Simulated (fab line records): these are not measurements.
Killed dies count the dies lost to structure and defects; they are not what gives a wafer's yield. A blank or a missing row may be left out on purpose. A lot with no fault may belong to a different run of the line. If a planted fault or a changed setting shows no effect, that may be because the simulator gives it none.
A lot that was struck, set against a sound lot	flow nand-harc	13 out of 1302 route steps
Sound: these wafers, L877.2, L877.3, L877.6. Struck: wafer L865.1 (L865.2, L865.4, from the same lot, were not struck and are left out); the cause is given at the end.
Each step with rows lists, per side, the tool, then ch with its chambers, then its first start. Under that, the readings that differ: sound wafers	struck wafers	difference of the means	sigmas: that difference in standard deviations of wafers without a fault.
alike: readings whose means differ by less than 2 such deviations, and words and numbers that are the same on both sides. not compared: withheld readings, readings that some wafer has no value for, bounds like >300 that may hide the same value, and numbers for which the record gives no deviation and whose values overlap.
Wherever a step has rows on one side only, a row that says differs or no value, or a row with sigmas, the two part there. Numbers that have no deviation but don't overlap get no sigmas and don't part them. A reading that every wafer of one side lacks parts them only if that side has two wafers or more.

NHARC_A_WL_FILL_CVD_03: deposits W, target thk 40 nm, time 279 s.
  sound on cvd-w-01 ch 0,1, day 27 21:28; struck on cvd-w-02 ch 1, day 22 10:01
reading	sound	struck	difference	sigmas
throttle-valve-pct (%)	8.11 7.96 7.85	7.34	-0.63	-2
  alike: heater-power-w
then, 2 steps without rows for these wafers: NHARC_A_WL_FILL_ETCHBACK_04 (etches the open film in NF3, target depth 60 nm, time 120 s); NHARC_A_WL_FILL_ETCHBACK_05 (etches the open film in Cl2/BCl3, target depth 22 nm, time 60 s).
NHARC_A_WL_FILL_STRIP_27: strips in N2/H2, time 20 s.
  sound on plasma-asher-02 ch 0,1, day 27 22:10; struck on plasma-asher-02 ch 0, day 22 10:46
  alike: drypump-motor-current-A, heater-power-w
  not compared: rf-hours-counter-h
then, 4 steps without rows for these wafers: NHARC_A_WL_FILL_STRIP_28 (strips in post etch residue remover, time 1200 s); NHARC_A_WL_FILL_PRECLEAN_06 (cleans in DIW, time 300 s); NHARC_A_WL_FILL_SRD_07; NHARC_A_WL_FILL_ANNEAL_08 (time 1800 s).
NHARC_A_WL_FILL_ALD_10: deposits SiO2, target thk 50 nm, pulse time 10 s, ald cycles 500.
  sound on ald-hk-01 ch 0,1,3, day 28 04:35; struck on ald-hk-01 ch 3, day 22 18:13
  alike: heater-power-w, precursor-pulse-height-rel
NHARC_A_WL_FILL_ETCHBACK_16: etches the open film in C4F8/O2/Ar, target depth 120 nm, time 24 s.
  sound on rie-diel-08 ch 2,3; struck on rie-diel-08 ch 2
  alike: oes-product-au, rf-vpp-V, run-length-s
  not compared: rf-hours-counter-h
NHARC_A_WL_FILL_STRIP_29: strips in O2, time 20 s.
  sound on rie-diel-08 ch 2,3, day 28 09:20; struck on rie-diel-08 ch 2, day 22 21:57
reading	sound	struck	difference	sigmas
throttle-valve-pct (%)	17.033 17.043 17.041	17.020	-0.019	-2
  alike: drypump-motor-current-A, oes-product-au, rf-vpp-V, showerhead-plenum-p-Torr
  not compared: rf-hours-counter-h
NHARC_A_WL_FILL_ETCHBACK_17: etches the open film in Cl2/BCl3, target depth 4 nm, time 26.7 s.
  sound on rie-metal-01 ch 0,1, day 28 09:27; struck on rie-metal-01 ch 0, day 22 22:03
reading	sound	struck	difference	sigmas
run-length-s (s)	47.9 48.8 49.1	38.2	-10.4	-25
  alike: drypump-motor-current-A, oes-product-au
  not compared: rf-hours-counter-h
then, 1 step without rows for these wafers: NHARC_A_WL_FILL_PRECLEAN_18 (cleans in dHF, time 30 s).

WHERE THEY PART
At NHARC_A_WL_FILL_CVD_03 first; at NHARC_A_WL_FILL_ETCHBACK_17 last (within this record only).

WHY: whatever the simulator had introduced
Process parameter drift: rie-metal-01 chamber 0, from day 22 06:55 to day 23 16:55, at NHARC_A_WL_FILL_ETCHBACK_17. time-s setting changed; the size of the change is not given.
